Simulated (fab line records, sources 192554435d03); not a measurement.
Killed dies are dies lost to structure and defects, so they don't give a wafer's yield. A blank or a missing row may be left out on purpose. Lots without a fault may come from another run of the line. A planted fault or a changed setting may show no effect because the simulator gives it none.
fab line records | flow n5_finfet
record lots=7 wafers=21
route steps=1938 shown BEOL_M9@1427 BEOL_M10@1512 BEOL_M11@1599 BEOL_M12@1604 BEOL_M13@1680
start_h: hours from the record's first day to the start of the lot's first wafer shown | wait_h: hours since the lot's step before | " the same as in the row above | L1.1+2: a row that stands for several wafers | - no value, or no start given | * or withheld: withheld | < > ~ a bound
route shown NAME@n: a module of which the file shows steps, and the number in the route of the first | usual: mean/standard deviation of fault-free wafers | same: alike in all rows | chamber/n: place in a boat | sites: the reading at each site | _std_site: their standard deviation | _edge_site: outer sites' mean less inner sites' | radius_mm: how far each site lies from the wafer's centre | mask NAME#n: copy n | behind: the tool/chamber that last shaped the wafer | hold: why the lot was held/for how many hours/how that ended | device: the transistor (n, p or np) that didn't switch | end of line: the same wafers' tests at the end of the route | a step without rows: its recipe alone | killed: dies lost to structure and defects at the first sort, not the wafer's yield | map: a wafer's dies, x killed, . not, _ none there
set.NAME: the setting as run; set.NAME@STEP: as run at that earlier step | model.NAME: the simulator's own value behind a step, which no gauge read
lots whose settings were changed on purpose; a table a step, a row a wafer
## steps
# step N5_BEOL_M9_COAT_75
# recipe resist=underlayer temp_c=205 time_s=60 spin_rpm=1500 resist_thk_nm=5
# columns lot.wafer tool chamber start_h wait_h set.time_s
L082.2+4+6 litho_track-01 0 - - 60
L080.1+6 litho_track-05 0 - - 60
L080.3 " 0 " " 70.99
L083.2+3+5 litho_track-01 0 - - 60
L084.3+5 litho_track-05 0 - - 60
L084.4 " 0 " " 67.58
L088.1+5 litho_track-01 0 - - 52.68
L088.3 " 0 " " 60
L097.1+4 litho_track-02 0 - - 53.07
L097.6 " 0 " " 60
L096.1+2+5 litho_track-01 0 - - 60
# step N5_BEOL_M9_COAT_22
# recipe resist=CAR-EUV spin_rpm=1500 resist_thk_nm=30
# step N5_BEOL_M9_EBR_24
# recipe solvent=PGMEA ebr_width_mm=1.5
# step N5_BEOL_M9_DESCUM_33
# recipe chemistry=O2 time_s=7 source_power_w=50 bias_power_w=20 pressure_mtorr=20 rf_frequency_hz=2.712e+07 temp_c=40 resist=CAR-EUV o2_flow_sccm=225
# step N5_BEOL_M9_ETCH_76
# recipe chemistry=N2/H2 target=underlayer target_depth_a=65 mask_material=CAR-EUV time_s=5.2 ion_energy_ev=200 pressure_mtorr=30 source_w=840 bias_w=150 n2_flow_sccm=200 h2_flow_sccm=200 ends=cleared
# step N5_BEOL_M9_ETCH_65
# recipe chemistry=CF4 target=SiARC target_depth_a=156 mask_material=CAR-EUV time_s=26 ion_energy_ev=80 pressure_mtorr=40 source_w=545 bias_w=36 Ar_flow_sccm=100 cf4_flow_sccm=100 ends=cleared
# columns lot.wafer tool chamber start_h wait_h set.spin_rpm@BEOL_M9_COAT_64 model.etch.depth_nm model.CAR-EUV_of_BEOL_M9_COAT_22.thk_nm
L082.2 rie_diel-03 2 254.81 0.0 1500 11.98 11
L082.4 " 3 " " 1500 11.97 10.8
L082.6 " 2 " " 1500 11.96 11
L080.1 rie_diel-04 1 255.05 0.0 1500 12.04 11
L080.3 " 0 " " 1567 11.75 11.4
L080.6 " 0 " " 1567 11.77 11.4
L083.2+5 rie_diel-02 0,1 280.52 0.0 1500 11.99 11
L083.3 " 3 " " 1500 11.99 11.2
L084.3 rie_diel-02 3 299.97 0.0 1500 11.99 11.4
L084.4 " 2 " " 1500 11.97 11.4
L084.5 " 1 " " 1500 11.99 11.2
L088.1+3 rie_diel-03 1,3 308.86 0.0 1500 11.98 11
L088.5 " 2 " " 1500 12.01 11
L097.1 rie_diel-03 0 361.51 0.0 1500 11.99 11.2
L097.4 " 2 " " 1353 12.6 10.6
L097.6 " 1 " " 1353 12.62 10.6
L096.1 rie_diel-02 0 365.27 0.0 1500 11.98 11
L096.2+5 " 3,2 " " 1500 12.03 11.2
# step N5_BEOL_M10_TRENCH_ETCH_37
# recipe chemistry=C4F6/O2 target_depth_a=1488.3 target=SiCOH_lowk time_s=48 ion_energy_ev=250 pressure_mtorr=30 source_w=345 bias_w=185 Ar_flow_sccm=300 C4F6_flow_sccm=10 O2_flow_sccm=10
# usual rf_vpp_V=668/13
# columns lot.wafer tool chamber start_h wait_h set.bias_w rf_vpp_V model.etch.depth_nm model.BEOL_M10.feature_depth_nm
L080.1 rie_diel-01 0 - - 156.3 566 141.6 141.6
L080.3 " 2 " " 185 686 152.2 152.2
L080.6 " 1 " " 156.3 578 142.6 142.6
L082.2 rie_diel-05 2 - - 185 676 150 150
L082.4 " 1 " " 185 681 152.8 152.8
L082.6 " 1 " " 217.4 776 161.5 161.4
L083.2 rie_diel-05 0 - - 185 653 149.1 149.2
L083.3 " 1 " " 213 762 156.5 156.6
L083.5 " 0 " " 213 728 155 155
L084.3 rie_diel-05 2 - - 185 675 148.8 148.8
L084.4 " 3 " " 214 734 156.9 156.8
L084.5 " 0 " " 214 732 154.2 154.2
L088.1 rie_diel-06 0 - - 185 661 148 148
L088.3 " 1 " " 185 662 149.4 149.4
L088.5 " 1 " " 185 662 148.4 148.4
L097.1 rie_diel-01 0 - - 185 648 148.6 148.6
L097.4 " 2 " " 185 686 152.1 152
L097.6 " 0 " " 185 645 148 148
L096.1 rie_diel-05 2 - - 185 674 149.4 149.4
L096.2 " 3 " " 185 655 150.2 150.2
L096.5 " 2 " " 185 674 149.3 149.2
# step N5_BEOL_M10_ETCH_41
# recipe chemistry=CH3F/O2 target=SiCN target_depth_a=426 taper_deg=2 time_s=86 ion_energy_ev=120 mask_material=TiN pressure_mtorr=30 source_w=395 bias_w=75 Ar_flow_sccm=150 CH3F_flow_sccm=30 O2_flow_sccm=20
# step N5_BEOL_M10_STRIP_77
# recipe chemistry=N2/H2 time_s=10 power_w=450 temp_c=40 pressure_mtorr=20 rf_frequency_hz=6e+07 bias_power_w=7 n2_flow_sccm=200 h2_flow_sccm=200
# step N5_BEOL_M10_OCD_MEAS_38
# usual trench_depth_nm=150.1/1.8
# columns lot.wafer tool chamber start_h wait_h set.bias_w@BEOL_M10_TRENCH_ETCH_37 trench_depth_nm
L080.1 ocd-02 - 266.39 - 156.3 141.9
L080.3 " - " " 185 152.5
L080.6 " - " " 156.3 142.2
L082.2 ocd-01 - 266.56 - 185 150.0
L082.4 " - " " 185 153.1
L082.6 " - " " 217.4 161.4
L083.2 ocd-01 - 289.18 - 185 149.0
L083.3 " - " " 213 156.8
L083.5 " - " " 213 154.8
L084.3 ocd-02 - 309.59 - 185 149.1
L084.4 " - " " 214 156.7
L084.5 " - " " 214 154.2
L088.1 ocd-01 - 314.91 - 185 148.6
L088.3 " - " " 185 150.1
L088.5 " - " " 185 148.3
L097.1 ocd-02 - 368.17 - 185 149.0
L097.4 " - " " 185 152.2
L097.6 " - " " 185 147.8
L096.1 ocd-01 - 373.82 - 185 149.7
L096.2 " - " " 185 150.1
L096.5 " - " " 185 149.3
# step N5_BEOL_M10_HM_STRIP_39
# recipe chemistry=peroxide_tin_strip material=TiN target_depth_a=250 temp_c=50 time_s=158
# step N5_BEOL_M10_SRD_40
# recipe time_s=30 temp_c=23 rinse_liquid=diw dry=ipa_marangoni
# step N5_BEOL_M10_ECD_50
# recipe material=Cu target_thk_a=3180
# step N5_BEOL_M10_ANNEAL_51
# recipe temp_c=225 time_s=90 ambient=N2
# step N5_BEOL_M10_CMP_52
# recipe stop_on=SiCOH_lowk t_overpolish_s=7 down_force_psi=1 platen_rpm=50 clearing_platen_down_force_psi=1.5 clearing_platen_rpm=50 post_cmp_clean=cu_alkaline target_thk_nm=140 clearing_platen_pad_velocity_m_s=0.99484 pad_velocity_m_s=0.99484
# columns lot.wafer tool chamber start_h wait_h set.bias_w@BEOL_M10_TRENCH_ETCH_37 model.Cu_of_BEOL_M10_ECD_50.thk_nm
L080.1 cmp-02 1 269.88 0.3 156.3 133.4
L080.3 " 2 " " 185 143.8
L080.6 " 1 " " 156.3 134.6
L082.4 cmp-03 0 269.99 0.2 185 143.2
L082.2 " 1 " " 185 142
L082.6 " 2 " " 217.4 151.2
L083.2 cmp-01 0 293.42 0.3 185 141.4
L083.3 " 2 " " 213 149
L083.5 " 0 " " 213 146.2
L084.4 cmp-03 1 311.84 0.2 214 148.2
L084.3 " 2 " " 185 138.2
L084.5 " 3 " " 214 145.6
L088.1 cmp-01 3 317.16 0.3 185 138.6
L088.3 " 1 " " 185 141
L088.5 " 3 " " 185 139.2
L097.1 cmp-03 0 370.32 0.3 185 136.6
L097.4 " 1 " " 185 142.8
L097.6 " 1 " " 185 138.8
L096.2 cmp-01 1 376.08 0.2 185 140.8
L096.1 " 3 " " 185 140.4
L096.5 " 1 " " 185 139.4
# step N5_BEOL_M10_THK_MEAS_53
# recipe thk_meas_gauge=xrf reads=Cu_of_BEOL_M10_ECD_50
# usual M10_THK=142.5/2.5
# columns lot.wafer tool chamber start_h wait_h set.bias_w@BEOL_M10_TRENCH_ETCH_37 M10_THK[nm]
L080.1 film_metro-01 - 270.13 - 156.3 135.5
L080.3 " - " " 185 145.5
L080.6 " - " " 156.3 137.1
L082.2 film_metro-02 - 270.21 - 185 143.8
L082.4 " - " " 185 145.3
L082.6 " - " " 217.4 152.4
L083.2 film_metro-02 - 293.68 - 185 141.9
L083.3 " - " " 213 150.3
L083.5 " - " " 213 147.7
L084.3 film_metro-01 - 312.06 - 185 140.4
L084.4 " - " " 214 149.8
L084.5 " - " " 214 147.5
L088.1 film_metro-02 - 317.46 - 185 139.5
L088.3 " - " " 185 141.6
L088.5 " - " " 185 140.0
L097.1 film_metro-02 - 370.62 - 185 137.8
L097.4 " - " " 185 143.3
L097.6 " - " " 185 139.4
L096.1 film_metro-01 - 376.34 - 185 140.2
L096.2 " - " " 185 140.0
L096.5 " - " " 185 139.0
# step N5_BEOL_M10_PRE_CLEAN_55
# recipe gas=NH3 time_s=15 temp_c=withheld rf_power_w=300
# step N5_BEOL_M10_DEP_56
# recipe material=SiCN target_thk_a=150 temp_c=withheld precursor=3MS/NH3 pressure_torr=3 rf_w=202 time_s=26.5
# step N5_BEOL_M10_RS_MEAS_57
# recipe thk_meas_gauge=four-point-probe reads=Cu_of_BEOL_M10_ECD_50+Co_of_BEOL_M10_CVD_75+TaN_of_BEOL_M10_ALD_74
# usual M10_RS=0.1493/0.0024
# columns lot.wafer tool chamber start_h wait_h set.bias_w@BEOL_M10_TRENCH_ETCH_37 M10_RS[ohm/sq]
L080.1 film_metro-01 - 270.27 0.1 156.3 0.1588
L080.3 " - " " 185 0.1467
L080.6 " - " " 156.3 0.1571
L082.2 film_metro-01 - 270.35 0.1 185 0.1484
L082.4 " - " " 185 0.1468
L082.6 " - " " 217.4 0.1387
L083.2 film_metro-02 - 293.81 0.1 185 0.1495
L083.3 " - " " 213 0.1410
L083.5 " - " " 213 0.1440
L084.3 film_metro-02 - 312.19 0.1 185 0.1527
L084.4 " - " " 214 0.1417
L084.5 " - " " 214 0.1447
L088.1 film_metro-02 - 317.59 0.1 185 0.1524
L088.3 " - " " 185 0.1497
L088.5 " - " " 185 0.1514
L097.1 film_metro-02 - 370.75 0.1 185 0.1551
L097.4 " - " " 185 0.1476
L097.6 " - " " 185 0.1521
L096.1 film_metro-02 - 376.48 0.1 185 0.1502
L096.2 " - " " 185 0.1498
L096.5 " - " " 185 0.1513
# step N5_BEOL_M11_DEP_56
# recipe material=SiCN target_thk_a=300 temp_c=withheld precursor=3MS/NH3 pressure_torr=3 rf_w=675 time_s=10.5
# columns lot.wafer tool chamber start_h wait_h set.time_s model.SiCN_of_BEOL_M11_DEP_56.thk_nm
L082.2 pecvd-03 2 284.24 0.0 10.5 29.4
L082.4 " 1 " " 10.5 29.2
L082.6 " 0 " " 10.5 29.8
L080.1+3 pecvd-03 1,2 286.39 0.0 10.5 29.8
L080.6 " 1 " " 10.5 30
L083.2 pecvd-01 2 303.91 0.0 11.82 34.2
L083.3 " 0 " " 10.5 30.2
L083.5 " 0 " " 11.82 33.6
L084.3 pecvd-01 1 318.11 0.0 10.5 30.2
L084.4 " 2 " " 10.5 31
L084.5 " 0 " " 10.5 30.6
L088.1 pecvd-03 2 328.53 0.0 10.5 29.4
L088.3 " 0 " " 10.5 29.8
L088.5 " 2 " " 10.5 29.6
L097.1 pecvd-03 0 379.89 0.0 11.56 33
L097.4 " 1 " " 11.56 33.2
L097.6 " 2 " " 10.5 30.4
L096.1+2 pecvd-04 2,1 385.68 0.0 10.5 30
L096.5 " 1 " " 10.5 30.2
# step N5_BEOL_M12_COAT_58
# recipe resist=BARC temp_c=205 time_s=60 spin_rpm=1500 resist_thk_nm=89
# columns lot.wafer tool chamber start_h wait_h set.spin_rpm model.BARC_of_BEOL_M12_COAT_58.thk_nm
L082.2 litho_track-02 0 284.53 0.0 1500 88.8
L082.4 " 0 " " 1340 94
L082.6 " 0 " " 1340 93.8
L080.1 litho_track-02 0 286.68 0.0 1500 88.6
L080.3 " 0 " " 1500 88.8
L080.6 " 0 " " 1431 91
L083.2+5 litho_track-02 0 304.20 0.0 1500 89
L083.3 " 0 " " 1500 89.2
L084.3 litho_track-05 0 318.40 0.0 1500 88.6
L084.4 " 0 " " 1500 89
L084.5 " 0 " " 1500 88.8
L088.1+5 litho_track-02 0 328.83 0.0 1500 89.4
L088.3 " 0 " " 1500 89.2
L097.1 litho_track-05 0 380.17 0.0 1500 88.6
L097.4+6 " 0 " " 1500 88.8
L096.1 litho_track-02 0 385.96 0.0 1500 89
L096.2+5 " 0 " " 1500 88.8
# step N5_BEOL_M12_COAT_04
# recipe spin_rpm=1625 resist_thk_nm=400
# step N5_BEOL_M12_EBR_06
# recipe solvent=PGMEA ebr_width_mm=1.5
# step N5_BEOL_M12_DESCUM_15
# recipe chemistry=O2 time_s=7.9 source_power_w=50 bias_power_w=20 pressure_mtorr=20 rf_frequency_hz=2.712e+07 temp_c=40 o2_flow_sccm=225
# step N5_BEOL_M12_ETCH_59
# recipe chemistry=N2/H2 target=BARC target_depth_a=890 overetch_a=267 time_s=67.9 ion_energy_ev=200 pressure_mtorr=30 source_w=840 bias_w=150 n2_flow_sccm=200 h2_flow_sccm=200
# columns lot.wafer tool chamber start_h wait_h set.spin_rpm@BEOL_M12_COAT_58 model.etch.depth_nm
L082.2 rie_diel-05 1 284.93 0.0 1500 88.88
L082.4 " 2 " " 1340 93.95
L082.6 " 1 " " 1340 93.88
L080.1 rie_diel-05 2 287.20 0.0 1500 88.65
L080.3 " 0 " " 1500 88.75
L080.6 " 3 " " 1431 91.02
L083.2 rie_diel-05 3 304.80 0.0 1500 88.94
L083.3 " 1 " " 1500 89.13
L083.5 " 1 " " 1500 88.95
L084.3 rie_diel-06 0 318.87 0.0 1500 88.6
L084.4 " 1 " " 1500 89
L084.5 " 3 " " 1500 88.84
L088.1 rie_diel-01 0 329.23 0.0 1500 89.37
L088.3 " 3 " " 1500 89.29
L088.5 " 1 " " 1500 89.34
L097.1 rie_diel-01 2 380.57 0.0 1500 88.67
L097.4 " 0 " " 1500 88.85
L097.6 " 3 " " 1500 88.77
L096.1 rie_diel-01 3 386.53 0.0 1500 89.09
L096.2 " 0 " " 1500 88.86
L096.5 " 1 " " 1500 88.8
# step N5_BEOL_M12_VIA_ETCH_16
# recipe chemistry=C4F8/O2/Ar target=SiOC pressure_mtorr=30 source_w=3000 bias_w=700 Ar_flow_sccm=400 C4F8_flow_sccm=15 O2_flow_sccm=8 he_inner_torr=15 he_outer_torr=30 target_depth_a=7248 time_s=withheld ion_energy_ev=250 ends=cleared
# step N5_BEOL_M12_STRIP_63
# recipe chemistry=N2/H2 power_w=1000 temp_c=250 h2_frac=0.65 overash_fraction=0.3 pressure_mtorr=1000 n2_flow_sccm=1750 h2_flow_sccm=3250
# step N5_BEOL_M12_STRIP_64
# recipe chemistry=N2/H2 power_w=1000 temp_c=250 h2_frac=0.65 overash_fraction=0.3 pressure_mtorr=withheld n2_flow_sccm=1750 h2_flow_sccm=3250
# usual strip_time_to_endpoint_s=31.31/0.088
# columns lot.wafer tool chamber start_h wait_h set.spin_rpm@BEOL_M12_COAT_58 strip_time_to_endpoint_s
L082.2 plasma_asher-01 0 285.24 0.0 1500 31.28
L082.4 " 1 " " 1340 32.73
L082.6 " 1 " " 1340 32.70
L080.1 plasma_asher-01 1 287.51 0.0 1500 31.23
L080.3 " 0 " " 1500 31.24
L080.6 " 1 " " 1431 31.89
L083.2 plasma_asher-02 1 305.12 0.0 1500 31.29
L083.3 " 0 " " 1500 31.34
L083.5 " 0 " " 1500 31.29
L084.3 plasma_asher-02 1 319.20 0.0 1500 31.19
L084.4 " 0 " " 1500 31.31
L084.5 " 1 " " 1500 31.26
L088.1 plasma_asher-02 1 329.54 0.0 1500 31.42
L088.3 " 1 " " 1500 31.39
L088.5 " 1 " " 1500 31.42
L097.1 plasma_asher-01 1 380.88 0.0 1500 31.23
L097.4 " 1 " " 1500 31.29
L097.6 " 1 " " 1500 31.25
L096.1 plasma_asher-01 0 386.85 0.0 1500 31.33
L096.2 " 1 " " 1500 31.27
L096.5 " 1 " " 1500 31.25
# step N5_BEOL_M12_ETCH_68
# recipe chemistry=N2/H2 target=SOC mask_material=SiARC source_w=3000 bias_w=350 temp_c=40 time_s=285 ion_energy_ev=200 pressure_mtorr=30 n2_flow_sccm=200 h2_flow_sccm=200
# columns lot.wafer tool chamber start_h wait_h set.time_s model.SiARC_of_BEOL_M12_COAT_66.thk_nm
L082.2+6 rie_diel-05 0,3 286.12 0.1 313.9 82.6
L082.4 " 2 " " 285 86
L080.1 rie_diel-01 0 288.96 0.1 285 86.2
L080.3 " 2 " " 241.7 89.6
L080.6 " 1 " " 241.7 89.4
L083.2+3 rie_diel-05 1,3 305.91 0.1 285 85.4
L083.5 " 0 " " 285 85.2
L084.3 rie_diel-06 3 320.22 0.1 285 86
L084.4+5 " 1,3 " " 285 85.8
L088.1 rie_diel-05 3 330.41 0.1 233.8 89.8
L088.3 " 2 " " 233.8 91
L088.5 " 2 " " 285 86.4
L097.1 rie_diel-06 3 381.75 0.1 341.6 81.2
L097.4 " 0 " " 341.6 81.4
L097.6 " 2 " " 341.6 81
L096.1 rie_diel-01 3 387.78 0.1 285 85.2
L096.2+5 " 0,2 " " 285 85.6
# step N5_BEOL_M12_SPUTTER_44
# recipe material=Ta target_thk_a=100 temp_c=50 bias_v=80 power_w=15000 chamber_pressure_pa=0.07 time_s=16.13
# columns lot.wafer tool chamber start_h wait_h set.time_s model.Ta_of_BEOL_M12_SPUTTER_44.thk_nm
L082.2 pvd_sputter-03 - 293.72 0.0 16.13 10
L082.4 " - " " 17.26 10.6
L082.6 " - " " 16.13 9.6
L080.1+3+6 pvd_sputter-01 - 296.89 0.0 16.13 10.2
L083.2 pvd_sputter-03 - 312.01 0.0 15.27 9.2
L083.3 " - " " 15.27 9.4
L083.5 " - " " 16.13 10
L084.3 pvd_sputter-01 - 326.50 0.0 17.26 11
L084.4 " - " " 16.13 10.2
L084.5 " - " " 17.26 10.8
L088.1 pvd_sputter-01 - 337.55 0.0 16.13 10.2
L088.3 " - " " 17.9 11
L088.5 " - " " 17.9 11.2
L097.1+4 pvd_sputter-02 - 384.04 0.0 16.13 10
L097.6 " - " " 18.25 11.4
L096.1+2+5 pvd_sputter-01 - 389.81 0.0 16.13 10.2
# step N5_BEOL_M13_COAT_65
# recipe resist=SOC temp_c=250 time_s=60 spin_rpm=1500 resist_thk_nm=350
# columns lot.wafer tool chamber start_h wait_h set.spin_rpm model.SOC_of_BEOL_M13_COAT_65.thk_nm
L082.2 litho_track-01 0 296.31 0.0 1594 339.8
L082.4 " 0 " " 1594 340
L082.6 " 0 " " 1500 350.8
L080.1 litho_track-04 0 299.67 0.0 1583 340
L080.3 " 0 " " 1500 349.2
L080.6 " 0 " " 1583 341
L083.2 litho_track-04 0 314.36 0.0 1500 351
L083.3 " 0 " " 1500 349.6
L083.5 " 0 " " 1500 351.4
L084.3 litho_track-01 0 328.85 0.0 1356 367.2
L084.4 " 0 " " 1356 367.4
L084.5 " 0 " " 1500 349.8
L088.1 litho_track-01 0 340.69 0.0 1500 348.8
L088.3 " 0 " " 1400 362
L088.5 " 0 " " 1500 349.8
L097.1 litho_track-01 0 386.44 0.0 1500 351.2
L097.4 " 0 " " 1500 350.2
L097.6 " 0 " " 1667 330.6
L096.1 litho_track-03 0 392.42 0.0 1500 348.8
L096.2+5 " 0 " " 1500 349.6
# step N5_BEOL_M13_COAT_22
# recipe spin_rpm=2888 resist_thk_nm=300
# columns lot.wafer tool chamber start_h wait_h set.spin_rpm model.coat_of_BEOL_M13_COAT_22.thk_nm
L082.2 litho_track-01 0 - - 2759 307
L082.4 " 0 " " 2888 300
L082.6 " 0 " " 2759 306.2
L080.1 litho_track-04 0 - - 2888 300.2
L080.3 " 0 " " 3061 291.2
L080.6 " 0 " " 2888 299.4
L083.2 litho_track-04 0 - - 2888 299.8
L083.3 " 0 " " 2805 303.8
L083.5 " 0 " " 2805 304.6
L084.3 litho_track-01 0 - - 2888 300
L084.4 " 0 " " 2888 299.6
L084.5 " 0 " " 3142 287.6
L088.1 litho_track-01 0 - - 2567 316.8
L088.3 " 0 " " 2888 298.2
L088.5 " 0 " " 2888 298.4
L097.1 litho_track-01 0 - - 2888 300.6
L097.4 " 0 " " 2704 309.4
L097.6 " 0 " " 2888 299.8
L096.1 litho_track-03 0 - - 2888 298.8
L096.2 " 0 " " 2888 299.4
L096.5 " 0 " " 2888 299
## key
split step=N5_BEOL_M9_COAT_75 setting=time_s stated=60 by=wafer
response none clear
split step=N5_BEOL_M10_TRENCH_ETCH_37 setting=bias_w stated=185 by=wafer
response step=N5_BEOL_M10_TRENCH_ETCH_37 reading=rf_vpp_V change=+5.66 per=1% r=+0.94
response step=N5_BEOL_M10_TRENCH_ETCH_37 reading=model.etch.depth_nm change=+0.527 per=1% r=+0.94
response step=N5_BEOL_M10_TRENCH_ETCH_37 reading=model.BEOL_M10.feature_depth_nm change=+0.525 per=1% r=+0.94
response step=N5_BEOL_M10_OCD_MEAS_38 reading=trench_depth_nm change=+0.525 per=1% r=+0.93
response step=N5_BEOL_M10_CMP_52 reading=model.Cu_of_BEOL_M10_ECD_50.thk_nm change=+0.521 per=1% r=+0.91
response step=N5_BEOL_M10_THK_MEAS_53 reading=M10_THK change=+0.505 per=1% r=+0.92
response step=N5_BEOL_M10_RS_MEAS_57 reading=M10_RS change=-0.000574 per=1% r=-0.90
split step=N5_BEOL_M11_DEP_56 setting=time_s stated=10.5 by=wafer
response step=N5_BEOL_M11_DEP_56 reading=model.SiCN_of_BEOL_M11_DEP_56.thk_nm change=+0.284 per=1% r=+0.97
split step=N5_BEOL_M12_COAT_58 setting=spin_rpm stated=1500 by=wafer
response step=N5_BEOL_M12_COAT_58 reading=model.BARC_of_BEOL_M12_COAT_58.thk_nm change=-0.482 per=1% r=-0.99
response step=N5_BEOL_M12_ETCH_59 reading=model.etch.depth_nm change=-0.477 per=1% r=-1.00
response step=N5_BEOL_M12_STRIP_64 reading=strip_time_to_endpoint_s change=* per=1% r=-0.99
split step=N5_BEOL_M12_ETCH_68 setting=time_s stated=285 by=wafer
response step=N5_BEOL_M12_ETCH_68 reading=model.SiARC_of_BEOL_M12_COAT_66.thk_nm change=-0.238 per=1% r=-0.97
split step=N5_BEOL_M12_SPUTTER_44 setting=time_s stated=16.13 by=wafer
response step=N5_BEOL_M12_SPUTTER_44 reading=model.Ta_of_BEOL_M12_SPUTTER_44.thk_nm change=+0.101 per=1% r=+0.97
split step=N5_BEOL_M13_COAT_65 setting=spin_rpm stated=1500 by=wafer
response step=N5_BEOL_M13_COAT_65 reading=model.SOC_of_BEOL_M13_COAT_65.thk_nm change=-1.79 per=1% r=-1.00
split step=N5_BEOL_M13_COAT_22 setting=spin_rpm stated=2888 by=wafer
response step=N5_BEOL_M13_COAT_22 reading=model.coat_of_BEOL_M13_COAT_22.thk_nm change=-1.52 per=1% r=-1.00
split outside_this_file step=N5_BEOL_M9_COAT_64 setting=spin_rpm
# split outside_this_file: this setting was split too, and the file shows its column; the key of that split is in another file
